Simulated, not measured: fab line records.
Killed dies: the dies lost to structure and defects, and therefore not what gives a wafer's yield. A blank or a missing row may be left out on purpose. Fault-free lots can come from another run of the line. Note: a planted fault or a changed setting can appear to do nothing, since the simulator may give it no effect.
Comparing a struck lot with a sound one -- flow nand_harc -- 15 out of 1159 route steps
Sound: the wafers L323.1, L323.4, L323.5. Struck: wafer L327.4. (L327.5 of the same lot was not struck and is left out.) The cause comes at the end.
Each step with rows lists, per side, the tool, then ch with its chambers, then its first start. Under that, the readings that differ: sound wafers -- struck wafers -- difference of the means -- sigmas: that difference in standard deviations of wafers without a fault.
alike: readings with means less than 2 such deviations apart, plus words and numbers identical on both sides. not compared: withheld readings, readings lacking a value on some wafer, bounds such as >300 that could conceal the same value, and numbers that have no deviation in the record and whose values overlap.
Wherever a step has rows on one side only, a row that says differs or no value, or a row with sigmas, the two part there. Non-overlapping numbers with no deviation appear without sigmas and do not part them. A reading missing from all wafers of one side parts the sides only when that side holds two or more wafers.

first, 4 steps without rows for these wafers: NHARC_P_CONTACT_EBR_08; NHARC_P_CONTACT_EXPOSE_09 (exposes mask P CA, target cd 90 nm); NHARC_P_CONTACT_PEB_10 (peb time 65 s); NHARC_P_CONTACT_DEVELOP_11 (develop time 35 s).
NHARC_P_CONTACT_CD_MEAS_12 targets a cd of 90 nm.
  sound on cd_sem-03 ch 0, day 8 12:49; struck on cd_sem-01 ch 0, day 9 03:16
  alike: cd_nm
NHARC_P_CONTACT_OVL_MEAS_13:
  sound on overlay-01, day 8 12:55; struck on overlay-01, day 9 03:22
reading,sound,struck,difference,sigmas
overlay_x_nm (nm),1.5 1.2 1.4,-0.8,-2.2,-3
  alike: overlay_y_nm
NHARC_P_CONTACT_INSPECT_14:
  sound on defect_inspect-02, day 8 12:58; struck on defect_inspect-01, day 9 03:23
  alike: raw_defect_count
NHARC_P_CONTACT_DESCUM_17: chemistry O2, time 3 s.
  sound on rie_diel-01 ch 2,3, day 8 13:02; struck on rie_diel-12 ch 1, day 9 03:30
  alike: drypump_motor_current_A, oes_product_au, rf_vpp_V, showerhead_plenum_p_Torr, throttle_valve_pct
  not compared: rf_hours_counter_h
NHARC_P_CONTACT_ETCH_35: etches the open film in CF4, target depth 39 nm, time 65 s.
  sound on rie_diel-01 ch 0,2, day 8 13:08; struck on rie_diel-12 ch 3, day 9 03:35
  alike: cf4_flow_sccm, drypump_motor_current_A, oes_product_au, rf_vpp_V, showerhead_plenum_p_Torr, throttle_valve_pct
  not compared: rf_hours_counter_h
NHARC_P_CONTACT_ETCH_36: etches the open film in N2/H2, target depth 260 nm, time 406.25 s.
  sound: rie_diel-01 ch 0,2,3; struck: rie_diel-12 ch 3
  alike: drypump_motor_current_A, oes_product_au, rf_vpp_V, showerhead_plenum_p_Torr, throttle_valve_pct
  not compared: rf_hours_counter_h
NHARC_P_CONTACT_ETCH_18: etches the open film in C4F8/O2/Ar, target depth 481 nm, time 240.5 s.
  sound: rie_diel-01 ch 0,2,3; struck: rie_diel-12 ch 0
reading,sound,struck,difference,sigmas
oes_product_au (a.u.),0.977 0.968 0.958,0.995,+0.027,+2
  alike: rf_vpp_V
  not compared: rf_hours_counter_h
then, 1 step without rows for these wafers: NHARC_P_CONTACT_STRIP_37 (strips in C4F8/O2/Ar).
NHARC_P_CONTACT_ETCH_31: etches the open film in CH3F/O2, target depth 30 nm, time 85.7 s.
  sound on rie_diel-01 ch 2,3, day 8 13:55; struck on rie_diel-12 ch 2, day 9 04:19
reading,sound,struck,difference,sigmas
oes_product_au (a.u.),0.983 0.996 0.997,0.639,-0.353,-35
  alike: drypump_motor_current_A, rf_vpp_V, showerhead_plenum_p_Torr, throttle_valve_pct
  not compared: rf_hours_counter_h
NHARC_P_CONTACT_CD_MEAS_19:
  sound on cd_sem-03, day 8 14:03; struck on cd_sem-02, day 9 04:26
  alike: cd_nm
-- record jumps: 18 days between struck wafers' starts before vs after; left off in module P_CONTACT, resumes in module END, first step shown is number 1159 of the route --
NHARC_END_SORT_01:
  sound on prober-01 ch 0, day 26 03:18; struck on prober-02 ch 0, day 27 01:32
reading,sound,struck,difference,sigmas
killed_at_periphery,0 3 1,435,+434,+99 or more
killed_dies,43 43 31,456,+417,+35
  alike: killed_at_array, killed_at_other, killed_open, killed_short

WHERE THEY PART
Earliest at NHARC_P_CONTACT_OVL_MEAS_13; latest, in this record, at NHARC_END_SORT_01.

WHY: what had been put in by the simulator
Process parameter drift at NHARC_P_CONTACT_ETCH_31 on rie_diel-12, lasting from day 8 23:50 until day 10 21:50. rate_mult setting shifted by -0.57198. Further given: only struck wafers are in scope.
